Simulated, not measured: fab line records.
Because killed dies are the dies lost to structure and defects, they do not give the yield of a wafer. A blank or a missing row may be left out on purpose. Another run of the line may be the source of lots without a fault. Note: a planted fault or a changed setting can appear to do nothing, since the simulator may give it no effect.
Matching of chambers -- flow n5 finfet -- N5_BEOL_M9_ETCH_76 on rie diel-06: 4 sister chambers
The step etches underlayer in N2/H2, target depth 6.5 nm, time 5.2 s. 20 wafers are shown with their chamber, then 10 later ones without.

== WAFERS, EACH WITH ITS CHAMBER ==
wafer,chamber,showerhead plenum p Torr (Torr),drypump motor current A (A),oes product au (a.u.)
L075.3,3,2.40,5.2,0.63
L075.4,1,2.61,5.7,0.59
L075.5,1,2.61,5.7,0.59
L077.3,0,2.62,5.7,0.59
L077.4,2,2.45,6.8,0.65
L077.5,3,2.40,5.2,0.61
L080.2,2,2.44,6.8,0.64
L080.3,0,2.62,5.7,0.58
L080.4,1,2.61,5.7,0.59
L081.1,2,2.44,6.8,0.64
L081.3,0,2.62,5.7,0.58
L081.6,2,2.44,6.7,0.65
L085.1,3,2.39,5.2,0.61
L085.2,1,2.60,5.7,0.58
L085.6,3,2.39,5.2,0.61
L090.4,3,2.39,5.1,0.61
L090.5,0,2.61,5.7,0.58
L090.6,1,2.60,5.7,0.58
L089.2,3,2.39,5.2,0.61
L089.5,0,2.61,5.8,0.57

SIGNATURES, as means of the wafers listed above
reading,chamber 0,chamber 1,chamber 2,chamber 3,scatter within a chamber
showerhead plenum p Torr,2.6160,2.6060,2.4425,2.3933,0.00529
drypump motor current A,5.720,5.700,6.775,5.183,0.0386
oes product au,0.5800,0.5860,0.6450,0.6133,0.00686
Rule: a wafer's distance from a chamber is the root of the sum, over the readings, of the square of ((its reading less the chamber's mean) divided by the reading's scatter). If the next closest chamber is less than 2 further off than the closest, the wafer can't be placed; otherwise it belongs to the closest. The scatter: take each reading less its chamber's mean, square it, sum over the shown wafers, divide by the number of wafers less the number of chambers, and take the root.

== WAFERS WHOSE CHAMBER IS MISSING ==
wafer,showerhead plenum p Torr (Torr),drypump motor current A (A),oes product au (a.u.)
L089.6,2.60,5.7,0.57
L091.1,2.61,5.8,0.58
L091.3,2.43,6.7,0.64
L091.6,2.43,6.7,0.63
L095.4,2.61,5.8,0.57
L095.5,2.61,5.7,0.57
L095.6,2.43,6.7,0.63
L096.1,2.59,5.7,0.85
L096.3,2.70,5.2,0.82
L096.5,2.70,5.2,0.82

== THE CHAMBER EACH PASSED THROUGH ==
wafer,from the rows above,in truth
L089.6,can't be placed: 1 or 0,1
L091.1,can't be placed: 0 or 1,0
L091.3,2,2
L091.6,2,2
L095.4,can't be placed: 0 or 1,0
L095.5,can't be placed: 0 or 1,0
L095.6,2,2
L096.1,can't be placed: 1 or 0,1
L096.3,can't be placed: 1 or 0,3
L096.5,can't be placed: 1 or 0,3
3 of 10 placed correctly. Unplaceable from these rows: 7, with the true chamber sitting among the candidates in 5. 0 placed wrongly.
